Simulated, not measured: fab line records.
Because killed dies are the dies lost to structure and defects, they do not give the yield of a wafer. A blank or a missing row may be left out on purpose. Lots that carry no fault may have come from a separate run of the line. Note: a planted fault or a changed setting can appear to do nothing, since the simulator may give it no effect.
A lot that was struck, set against a sound lot | flow nand-harc | 16 out of 1302 route steps
Sound: these wafers, L832.3, L832.5, L832.6. Struck: wafers L818.3, L818.4, L818.6. The cause is given at the end.
For every step that has rows: the tool of each side, followed by ch and its chambers, followed by its first start. Under that, the readings that differ: sound wafers | struck wafers | difference of the means | sigmas: that difference in standard deviations of wafers without a fault.
alike: readings with means less than 2 such deviations apart, plus words and numbers identical on both sides. not compared: withheld readings, readings lacking a value on some wafer, bounds such as >300 that could conceal the same value, and numbers that have no deviation in the record and whose values overlap.
The two part at a step that has a row with sigmas, a row that says differs or no value, or rows on one side only. Non-overlapping numbers with no deviation appear without sigmas and do not part them. A reading missing from all wafers of one side parts the sides only when that side holds two or more wafers.

first, 3 steps without rows for these wafers: NHARC_A_CHANNEL_HOLE_D2_STRIP_42 (strips in CF4/CHF3); NHARC_A_CHANNEL_HOLE_D2_STRIP_43 (strips in O2/COS); NHARC_A_CHANNEL_HOLE_D2_ETCH_44 (etches the open film in CF4/O2, target depth 140 nm, overetch 14 nm, time 77 s).
NHARC_A_CHANNEL_HOLE_D2_STRIP_28: strips in O2.
  sound on rie-diel-13 ch 0,1; struck on rie-diel-13 ch 1,3
  alike: drypump-motor-current-A, oes-product-au, rf-vpp-V, showerhead-plenum-p-Torr, throttle-valve-pct
  not compared: rf-hours-counter-h
then, 2 steps without rows for these wafers: NHARC_A_CHANNEL_HOLE_D2_PRECLEAN_29 (cleans in SC1); NHARC_A_CHANNEL_HOLE_D2_SRD_30.
NHARC_A_CHANNEL_HOLE_D2_CD_MEAS_31:
  sound on cd-sem-03 at day 19 01:44; struck on cd-sem-01 at day 13 22:20
  alike: cd-nm
NHARC_A_CHANNEL_HOLE_D2_XSEM_32:
  sound on xsem-01 ch 0, day 19 01:50; struck on xsem-02 ch 0, day 13 22:26
  alike: bot-cd-nm, bow-nm, tilt-deg
NHARC_A_CHANNEL_HOLE_D2_INSPECT_40:
  sound on defect-inspect-02 at day 19 01:55; struck on defect-inspect-01 at day 13 22:32
  alike: raw-defect-count
then, 2 steps without rows for these wafers: NHARC_A_CHANNEL_FILL_D2_PRECLEAN_00 (cleans in SC1); NHARC_A_CHANNEL_FILL_D2_SRD_01.
NHARC_A_CHANNEL_FILL_D2_ALD_02: deposits SiO2, target thk 6 nm, pulse time 10 s, ald cycles 60.
  sound on ald-hk-01 ch 1,2,3, day 19 02:20; struck on ald-hk-02 ch 0,3, day 13 22:43
  alike: heater-power-w, precursor-pulse-height-rel, susceptor-temp-C
NHARC_A_CHANNEL_FILL_D2_ALD_03: deposits SiNx, target thk 6 nm, pulse time 60 s, ald cycles 58.
  sound on ald-sin-batch-03 ch 0, day 19 05:34; struck on ald-sin-batch-03 ch 0, day 14 02:09
  reading              | sound                | struck               | difference | sigmas
  susceptor-temp-C (C) | 630.01 629.81 630.06 | 608.56 608.81 608.71 | -21.27     | -73
  alike: precursor-pulse-height-rel
NHARC_A_CHANNEL_FILL_D2_ALD_14: deposits SiO2, target thk 2.5 nm, pulse time 10 s, ald cycles 25.
  sound on ald-hk-01 ch 0,1, day 19 09:07; struck on ald-hk-01 ch 0,1,2, day 14 05:49
  alike: heater-power-w, precursor-pulse-height-rel, susceptor-temp-C
NHARC_A_CHANNEL_FILL_D2_ALD_15: deposits SiNx, target thk 2 nm, pulse time 60 s, ald cycles 19.
  sound on ald-sin-batch-01 ch 0, day 19 12:15; struck on ald-sin-batch-03 ch 0, day 14 08:55
  alike: precursor-pulse-height-rel
  not compared: susceptor-temp-C
NHARC_A_CHANNEL_FILL_D2_ALD_16: deposits SiO2, target thk 1.5 nm, pulse time 10 s, ald cycles 15.
  sound on ald-hk-02 ch 1,2,3, day 19 16:31; struck on ald-hk-01 ch 0,1,3, day 14 11:31
  alike: heater-power-w, precursor-pulse-height-rel, susceptor-temp-C

== WHERE THEY PART ==
NHARC_A_CHANNEL_FILL_D2_ALD_03 only, going by this record. Later steps at which nothing parts them and some readings are alike: NHARC_A_CHANNEL_FILL_D2_ALD_14, NHARC_A_CHANNEL_FILL_D2_ALD_15, NHARC_A_CHANNEL_FILL_D2_ALD_16.

WHY: whatever the simulator had introduced
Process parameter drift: ald-sin-batch-03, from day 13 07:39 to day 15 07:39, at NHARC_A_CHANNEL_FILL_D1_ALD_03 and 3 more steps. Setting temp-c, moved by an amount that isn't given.
